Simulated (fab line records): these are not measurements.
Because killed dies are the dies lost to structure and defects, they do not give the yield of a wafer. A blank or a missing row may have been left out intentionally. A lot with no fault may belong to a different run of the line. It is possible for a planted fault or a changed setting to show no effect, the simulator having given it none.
Chamber matching / flow nand_harc / rie_si-01 running NHARC_P_STI_ETCH_15: 4 sister chambers
The step etches the open film in HBr/Cl2, target depth 300 nm, time 100.1 s. 8 wafers are shown with their chamber, then 8 later ones without.

## WAFERS, EACH WITH ITS CHAMBER
wafer=L080.2; chamber=1; drypump_motor_current_A (A)=5.1; he_backside_leak_sccm (sccm)=2.79
wafer=L082.1; chamber=1; drypump_motor_current_A (A)=5.1; he_backside_leak_sccm (sccm)=2.76
wafer=L082.5; chamber=0; drypump_motor_current_A (A)=5.7; he_backside_leak_sccm (sccm)=2.61
wafer=L082.6; chamber=3; drypump_motor_current_A (A)=5.9; he_backside_leak_sccm (sccm)=2.80
wafer=L084.1; chamber=3; drypump_motor_current_A (A)=5.9; he_backside_leak_sccm (sccm)=2.94
wafer=L084.3; chamber=0; drypump_motor_current_A (A)=5.7; he_backside_leak_sccm (sccm)=2.59
wafer=L084.5; chamber=2; drypump_motor_current_A (A)=4.8; he_backside_leak_sccm (sccm)=2.64
wafer=L086.1; chamber=2; drypump_motor_current_A (A)=4.9; he_backside_leak_sccm (sccm)=2.60

## WAFERS WHOSE CHAMBER IS MISSING
wafer=L086.5; drypump_motor_current_A (A)=5.1; he_backside_leak_sccm (sccm)=2.72
wafer=L086.6; drypump_motor_current_A (A)=4.9; he_backside_leak_sccm (sccm)=2.65
wafer=L091.1; drypump_motor_current_A (A)=5.6; he_backside_leak_sccm (sccm)=2.54
wafer=L091.2; drypump_motor_current_A (A)=5.1; he_backside_leak_sccm (sccm)=2.74
wafer=L091.3; drypump_motor_current_A (A)=4.8; he_backside_leak_sccm (sccm)=2.50
wafer=L095.3; drypump_motor_current_A (A)=4.8; he_backside_leak_sccm (sccm)=2.57
wafer=L095.4; drypump_motor_current_A (A)=5.6; he_backside_leak_sccm (sccm)=2.57
wafer=L095.6; drypump_motor_current_A (A)=4.8; he_backside_leak_sccm (sccm)=2.61

## WHICH CHAMBER EACH ONE RAN IN
wafer=L086.5; from the rows above=1; in truth=1
wafer=L086.6; from the rows above=2; in truth=2
wafer=L091.1; from the rows above=0; in truth=0
wafer=L091.2; from the rows above=1; in truth=1
wafer=L091.3; from the rows above=2; in truth=2
wafer=L095.3; from the rows above=2; in truth=2
wafer=L095.4; from the rows above=0; in truth=0
wafer=L095.6; from the rows above=2; in truth=2
Correct placement for 8 of the 8. Not placeable from these rows: 0. Wrongly placed: 0.
How it was worked out, from the rows above alone: a wafer's distance from a chamber is the root of the sum, over the readings, of the square of ((its reading less the chamber's mean) divided by the reading's scatter). If the next closest chamber is less than 2 further off than the closest, the wafer can't be placed; otherwise it belongs to the closest. A chamber's mean is the mean of its shown wafers. The scatter: take each reading less its chamber's mean, square it, sum over the shown wafers, divide by the number of wafers less the number of chambers, and take the root.
